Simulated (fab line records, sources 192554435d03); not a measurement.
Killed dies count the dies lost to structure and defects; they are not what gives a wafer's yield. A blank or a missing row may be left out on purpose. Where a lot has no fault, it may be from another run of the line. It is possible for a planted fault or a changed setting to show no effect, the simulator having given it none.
Chamber matching | flow n5Finfet | N5_BEOL_M0_SAQP_ETCH_83 on rieDiel-03 has 4 sister chambers
The step etches SiARC in CF4, target depth 39 nm, time 65 s. 14 wafers are shown with their chamber, then 7 later ones without.

WAFERS PAIRED WITH THEIR CHAMBERS
wafer  | chamber | drypumpMotorCurrentA (A) | showerheadPlenumPTorr (Torr) | throttleValvePct (%)
L077.1 | 3       | 5.1                      | 2.12                         | 15.78
L077.4 | 2       | 5.3                      | 2.21                         | 15.84
L077.6 | 0       | 5.6                      | 2.21                         | 16.01
L081.1 | 1       | 5.7                      | 2.05                         | 15.79
L081.2 | 3       | 5.1                      | 2.12                         | 15.78
L081.5 | 1       | 5.7                      | 2.05                         | 15.78
L086.2 | 0       | 5.7                      | 2.20                         | 16.05
L086.3 | 1       | 5.7                      | 2.04                         | 15.80
L086.5 | 3       | 5.1                      | 2.11                         | 15.81
L087.1 | 1       | 5.7                      | 2.04                         | 15.80
L087.4 | 3       | 5.1                      | 2.11                         | 15.81
L087.5 | 2       | 5.3                      | 2.20                         | 15.88
L088.2 | 1       | 5.7                      | 2.04                         | 15.81
L088.4 | 0       | 5.6                      | 2.20                         | 16.06

SIGNATURES, as means of the wafers listed above
reading               | chamber 0 | chamber 1 | chamber 2 | chamber 3 | scatter within a chamber
drypumpMotorCurrentA  | 5.633     | 5.700     | 5.300     | 5.100     | 0.0258
showerheadPlenumPTorr | 2.2033    | 2.0440    | 2.2050    | 2.1150    | 0.0058
throttleValvePct      | 16.0400   | 15.7960   | 15.8600   | 15.7950   | 0.019
Rule: for each reading, subtract the chamber's mean from the wafer's reading, divide by that reading's scatter and square the result; add these up over the readings and take the root, which gives the wafer's distance from the chamber. The wafer belongs to the nearest chamber; if the next one is less than 2 further off, it can't be placed. The scatter: the root of (the sum of the squares of (reading less its chamber's mean) over the shown wafers, divided by (wafers less chambers)).

WAFERS MISSING THEIR CHAMBER
wafer  | drypumpMotorCurrentA (A) | showerheadPlenumPTorr (Torr) | throttleValvePct (%)
L088.5 | 5.6                      | 2.20                         | 16.06
L090.3 | 5.3                      | 2.20                         | 15.91
L090.4 | 5.1                      | 2.11                         | 15.82
L090.6 | 5.3                      | 2.20                         | 15.89
L096.1 | 5.6                      | 2.19                         | 16.08
L096.4 | 5.6                      | 2.19                         | 16.09
L096.5 | 5.7                      | 2.04                         | 15.82

EACH ONE'S CHAMBER
wafer  | from the rows above | in truth
L088.5 | 0                   | 0
L090.3 | 2                   | 2
L090.4 | 3                   | 3
L090.6 | 2                   | 2
L096.1 | 0                   | 0
L096.4 | 0                   | 0
L096.5 | 1                   | 1
Correct placement for 7 of the 7. Can't be placed from these rows: 0. Placed wrongly: 0.
